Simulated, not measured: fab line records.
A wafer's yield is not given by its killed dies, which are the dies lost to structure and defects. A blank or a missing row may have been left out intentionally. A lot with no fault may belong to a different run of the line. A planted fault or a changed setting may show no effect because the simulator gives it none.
Matching of chambers / flow n5-finfet / 4 sister chambers for N5_BEOL_M0_SAQP_ETCH_83 on rie-diel-05
The step etches SiARC in CF4, target depth 39 nm, time 65 s. 22 wafers are shown with their chamber, then 11 later ones without.

WAFERS PAIRED WITH THEIR CHAMBERS
wafer=L075.1; chamber=3; showerhead-plenum-p-Torr (Torr)=2.06; drypump-motor-current-A (A)=5.5; throttle-valve-pct (%)=15.69
wafer=L075.2; chamber=2; showerhead-plenum-p-Torr (Torr)=2.04; drypump-motor-current-A (A)=6.3; throttle-valve-pct (%)=15.88
wafer=L075.4; chamber=0; showerhead-plenum-p-Torr (Torr)=2.12; drypump-motor-current-A (A)=6.5; throttle-valve-pct (%)=15.97
wafer=L076.1; chamber=0; showerhead-plenum-p-Torr (Torr)=2.12; drypump-motor-current-A (A)=6.5; throttle-valve-pct (%)=15.96
wafer=L076.2; chamber=2; showerhead-plenum-p-Torr (Torr)=2.04; drypump-motor-current-A (A)=6.3; throttle-valve-pct (%)=15.87
wafer=L076.4; chamber=3; showerhead-plenum-p-Torr (Torr)=2.06; drypump-motor-current-A (A)=5.5; throttle-valve-pct (%)=15.70
wafer=L077.1; chamber=1; showerhead-plenum-p-Torr (Torr)=2.21; drypump-motor-current-A (A)=5.0; throttle-valve-pct (%)=15.50
wafer=L077.5; chamber=1; showerhead-plenum-p-Torr (Torr)=2.21; drypump-motor-current-A (A)=5.0; throttle-valve-pct (%)=15.47
wafer=L077.6; chamber=0; showerhead-plenum-p-Torr (Torr)=2.12; drypump-motor-current-A (A)=6.5; throttle-valve-pct (%)=15.97
wafer=L079.1; chamber=1; showerhead-plenum-p-Torr (Torr)=2.20; drypump-motor-current-A (A)=5.0; throttle-valve-pct (%)=15.50
wafer=L079.2; chamber=2; showerhead-plenum-p-Torr (Torr)=2.04; drypump-motor-current-A (A)=6.3; throttle-valve-pct (%)=15.91
wafer=L079.3; chamber=0; showerhead-plenum-p-Torr (Torr)=2.12; drypump-motor-current-A (A)=6.5; throttle-valve-pct (%)=15.99
wafer=L080.2; chamber=2; showerhead-plenum-p-Torr (Torr)=2.04; drypump-motor-current-A (A)=6.3; throttle-valve-pct (%)=15.89
wafer=L080.5; chamber=1; showerhead-plenum-p-Torr (Torr)=2.20; drypump-motor-current-A (A)=5.0; throttle-valve-pct (%)=15.48
wafer=L080.6; chamber=0; showerhead-plenum-p-Torr (Torr)=2.12; drypump-motor-current-A (A)=6.4; throttle-valve-pct (%)=15.97
wafer=L081.1; chamber=0; showerhead-plenum-p-Torr (Torr)=2.12; drypump-motor-current-A (A)=6.4; throttle-valve-pct (%)=16.01
wafer=L081.2; chamber=2; showerhead-plenum-p-Torr (Torr)=2.04; drypump-motor-current-A (A)=6.3; throttle-valve-pct (%)=15.92
wafer=L081.6; chamber=2; showerhead-plenum-p-Torr (Torr)=2.04; drypump-motor-current-A (A)=6.3; throttle-valve-pct (%)=15.90
wafer=L082.2; chamber=3; showerhead-plenum-p-Torr (Torr)=2.06; drypump-motor-current-A (A)=5.5; throttle-valve-pct (%)=15.74
wafer=L082.5; chamber=3; showerhead-plenum-p-Torr (Torr)=2.06; drypump-motor-current-A (A)=5.5; throttle-valve-pct (%)=15.72
wafer=L082.6; chamber=0; showerhead-plenum-p-Torr (Torr)=2.12; drypump-motor-current-A (A)=6.5; throttle-valve-pct (%)=15.99
wafer=L087.3; chamber=2; showerhead-plenum-p-Torr (Torr)=2.03; drypump-motor-current-A (A)=6.4; throttle-valve-pct (%)=15.94

SIGNATURES (means of the wafers above)
reading=showerhead-plenum-p-Torr; chamber 0=2.1200; chamber 1=2.2050; chamber 2=2.0386; chamber 3=2.0600; scatter within a chamber=0.00321
reading=drypump-motor-current-A; chamber 0=6.471; chamber 1=5.000; chamber 2=6.314; chamber 3=5.500; scatter within a chamber=0.0356
reading=throttle-valve-pct; chamber 0=15.9800; chamber 1=15.4875; chamber 2=15.9014; chamber 3=15.7125; scatter within a chamber=0.0203
Rule: distance of a wafer from a chamber = root of the sum over the readings of ((wafer's reading minus chamber's mean) / reading's scatter) squared. If the next closest chamber is less than 2 further off than the closest, the wafer can't be placed; otherwise it belongs to the closest. The scatter: the root of (the sum of the squares of (reading less its chamber's mean) over the shown wafers, divided by (wafers less chambers)).

WAFERS WITHOUT THEIR CHAMBER
wafer=L087.5; showerhead-plenum-p-Torr (Torr)=2.03; drypump-motor-current-A (A)=6.4; throttle-valve-pct (%)=15.93
wafer=L087.6; showerhead-plenum-p-Torr (Torr)=2.05; drypump-motor-current-A (A)=5.5; throttle-valve-pct (%)=15.73
wafer=L089.1; showerhead-plenum-p-Torr (Torr)=2.05; drypump-motor-current-A (A)=5.5; throttle-valve-pct (%)=15.74
wafer=L089.3; showerhead-plenum-p-Torr (Torr)=2.12; drypump-motor-current-A (A)=6.4; throttle-valve-pct (%)=16.02
wafer=L089.6; showerhead-plenum-p-Torr (Torr)=2.12; drypump-motor-current-A (A)=6.4; throttle-valve-pct (%)=16.03
wafer=L093.1; showerhead-plenum-p-Torr (Torr)=2.03; drypump-motor-current-A (A)=6.4; throttle-valve-pct (%)=15.93
wafer=L093.2; showerhead-plenum-p-Torr (Torr)=2.05; drypump-motor-current-A (A)=5.5; throttle-valve-pct (%)=15.75
wafer=L093.4; showerhead-plenum-p-Torr (Torr)=2.19; drypump-motor-current-A (A)=5.0; throttle-valve-pct (%)=15.53
wafer=L096.2; showerhead-plenum-p-Torr (Torr)=2.19; drypump-motor-current-A (A)=5.0; throttle-valve-pct (%)=15.55
wafer=L096.4; showerhead-plenum-p-Torr (Torr)=2.05; drypump-motor-current-A (A)=5.5; throttle-valve-pct (%)=15.76
wafer=L096.6; showerhead-plenum-p-Torr (Torr)=2.19; drypump-motor-current-A (A)=5.0; throttle-valve-pct (%)=15.56

WHICH CHAMBER EACH WENT THROUGH
wafer=L087.5; from the rows above=2; in truth=2
wafer=L087.6; from the rows above=3; in truth=3
wafer=L089.1; from the rows above=3; in truth=3
wafer=L089.3; from the rows above=0; in truth=0
wafer=L089.6; from the rows above=0; in truth=0
wafer=L093.1; from the rows above=2; in truth=2
wafer=L093.2; from the rows above=3; in truth=3
wafer=L093.4; from the rows above=1; in truth=1
wafer=L096.2; from the rows above=1; in truth=1
wafer=L096.4; from the rows above=3; in truth=3
wafer=L096.6; from the rows above=1; in truth=1
Placed correctly: 11 of 11. From these rows, 0 cannot be placed. Wrongly placed: 0.
